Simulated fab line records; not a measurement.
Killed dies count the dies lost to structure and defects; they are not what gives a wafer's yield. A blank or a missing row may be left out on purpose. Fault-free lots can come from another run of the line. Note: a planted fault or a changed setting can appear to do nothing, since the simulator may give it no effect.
Split-lot experiment	flow n5-finfet	7 lots, 21 wafers read, on a route of 1938 steps

THE SPLIT ITSELF
At N5_BEOL_M4_TRENCH_ETCH_37 (etches SiOC in C4F6/O2, target depth 55.555 nm, time 29.2 s), the setting time-s was moved away from the recipe's 29.2 s on 9 of the 21 wafers read, by -19.8% to +20.2%. The other wafers ran this setting at the recipe's value.

FROM THE SPLIT TO THE READING: what the file shows between them, 13 steps
- N5_BEOL_M4_ETCH_41: etches SiCN in CH3F/O2, target depth 29.9 nm, time 52.5 s
- N5_BEOL_M4_STRIP_97: strips in N2/H2, time 10 s
- N5_BEOL_M4_OCD_MEAS_38
- N5_BEOL_M4_HM_STRIP_39: strips TiN in peroxide tin strip, target depth 25 nm, time 158 s
- N5_BEOL_M4_SRD_40: time 30 s
- N5_BEOL_M4_ECD_50: material Cu, target thk 300 nm
- N5_BEOL_M4_ANNEAL_51: time 90 s
- N5_BEOL_M4_CMP_52: polishes, stops on SiOC, t overpolish 6.8 s, target thk 40 nm
- N5_BEOL_M4_THK_MEAS_53: measures by xrf
- N5_BEOL_M4_PRE_CLEAN_60: time 15 s
- N5_BEOL_M4_CO_CAP_55: material Co, precursor CCTBA/H2, target thk 2 nm, time 102.1 s
- N5_BEOL_M4_PRE_CLEAN_56: time 15 s
- N5_BEOL_M4_DEP_57: deposits SiCN from 3MS/NH3, target thk 8 nm, time 14 s

THE READING
M4_RS (ohm/sq), read at N5_BEOL_M4_RS_MEAS_58 with a four-point probe. A value of 0.67 ohm/sq with a standard deviation of 0.031 ohm/sq is what fault-free wafers of this fab line usually give.

wafer	tool, chamber at the split	time-s as run, s	against the recipe	M4_RS, ohm/sq	against lot-mates on the recipe
L075.1	rie-diel-01, 1	35.09	+20.2%	0.46	-0.20
L075.2	rie-diel-01, 2	29.2	recipe	0.67	-
L075.3	rie-diel-01, 3	29.2	recipe	0.65	-
L081.1	rie-diel-03, 3	31.22	+6.9%	0.63	-0.06
L081.2	rie-diel-03, 2	29.2	recipe	0.66	-
L081.5	rie-diel-03, 3	29.2	recipe	0.71	-
L082.1	rie-diel-01, 2	25.55	-12.5%	0.86	+0.25
L082.2	rie-diel-01, 1	29.2	recipe	0.61	-
L082.5	rie-diel-01, 0	25.55	-12.5%	0.86	+0.25
L084.3	rie-diel-03, 1	29.2	recipe	0.67	-
L084.5	rie-diel-03, 1	29.2	recipe	0.68	-
L084.6	rie-diel-03, 0	29.2	recipe	0.69	-
L094.3	rie-diel-03, 1	33.68	+15.3%	0.53	-0.13
L094.4	rie-diel-03, 3	33.68	+15.3%	0.51	-0.15
L094.5	rie-diel-03, 3	29.2	recipe	0.66	-
L096.2	rie-diel-01, 0	29.2	recipe	0.65	-
L096.3	rie-diel-01, 2	29.2	recipe	0.65	-
L096.4	rie-diel-01, 3	29.2	recipe	0.68	-
L097.3	rie-diel-05, 2	23.43	-19.8%	0.95	no lot-mate on the recipe
L097.5	rie-diel-05, 0	23.43	-19.8%	0.90	no lot-mate on the recipe
L097.6	rie-diel-05, 2	23.43	-19.8%	1.00	no lot-mate on the recipe

FIT RESULTS
A straight line over all 21 wafers: M4_RS changes by -0.0125 ohm/sq for each +1% of time-s; r = -0.97; the points scatter about the line by 0.034 ohm/sq.
The same after taking each lot's own level away (the mean of its wafers on the recipe; 18 wafers): -0.0126 ohm/sq for each +1%; r = -0.95; scatter 0.036 ohm/sq.
Per that fit: largest time-s move, reading shift of 0.26 ohm/sq.
The span of the lots' own levels, 0.610 to 0.685 ohm/sq, comes to 2.4 times the standard deviation stated above.
Hence the lot-to-lot level has little effect on the slope; both slopes agree.
Check: with one of the wafers moved furthest among these (+20.2%) left out of the fit, the line predicts -0.252 ohm/sq for it against its lot-mates. Against them it came out at -0.2 ohm/sq.

OTHER SPLITS ON THESE WAFERS
Before the reading, these wafers also passed through other splits. Each is held against what the fit with the lots' levels taken away leaves over:
other split on the same wafers	wafers away from the commonest value	r with M4_RS (lot level and that fit taken away)
N5_BEOL_M2_EXPOSE_25 dose-mj	8	-0.34
N5_BEOL_M2_ETCH_69 bias-w	11	-0.07
N5_BEOL_M2_VIA_ETCH_34 time-s	10	+0.33
N5_BEOL_M2_TRENCH_ETCH_37 bias-w	4	+0.36
N5_BEOL_M3_EXPOSE_25 dose-mj	5	+0.21
N5_BEOL_M4_EXPOSE_25 dose-mj	7	+0.01
N5_BEOL_M4_ETCH_70 bias-w	6	-0.06

THE WHOLE CHAIN: every reading that the file lists as answering this split, in the file's order
step	what it does	reading	change (the file's fit)	r (the file's)
N5_BEOL_M4_TRENCH_ETCH_37	etches SiOC in C4F6/O2, target depth 55.555 nm, time 29.2 s	BEOL_M4.feature-depth-nm (the simulator's own value, which no gauge read)	+0.625 nm for each +1% of the setting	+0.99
N5_BEOL_M4_TRENCH_ETCH_37	etches SiOC in C4F6/O2, target depth 55.555 nm, time 29.2 s	etch.depth-nm (the simulator's own value, which no gauge read)	+0.625 nm for each +1% of the setting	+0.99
N5_BEOL_M4_OCD_MEAS_38		trench-depth-nm	+0.619 nm for each +1% of the setting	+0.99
N5_BEOL_M4_CMP_52	polishes, stops on SiOC, t overpolish 6.8 s, target thk 40 nm	Cu_of_BEOL_M4_ECD_50.thk-nm (the simulator's own value, which no gauge read)	+0.648 nm for each +1% of the setting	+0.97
N5_BEOL_M4_THK_MEAS_53	measures by xrf	M4_THK	+0.642 for each +1% of the setting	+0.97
N5_BEOL_M4_RS_MEAS_58	measures by four-point-probe	M4_RS	-0.0116 for each +1% of the setting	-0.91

FILE'S OWN FIT
M4_RS changes by -0.0116 ohm/sq for each +1% of time-s, r = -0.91.
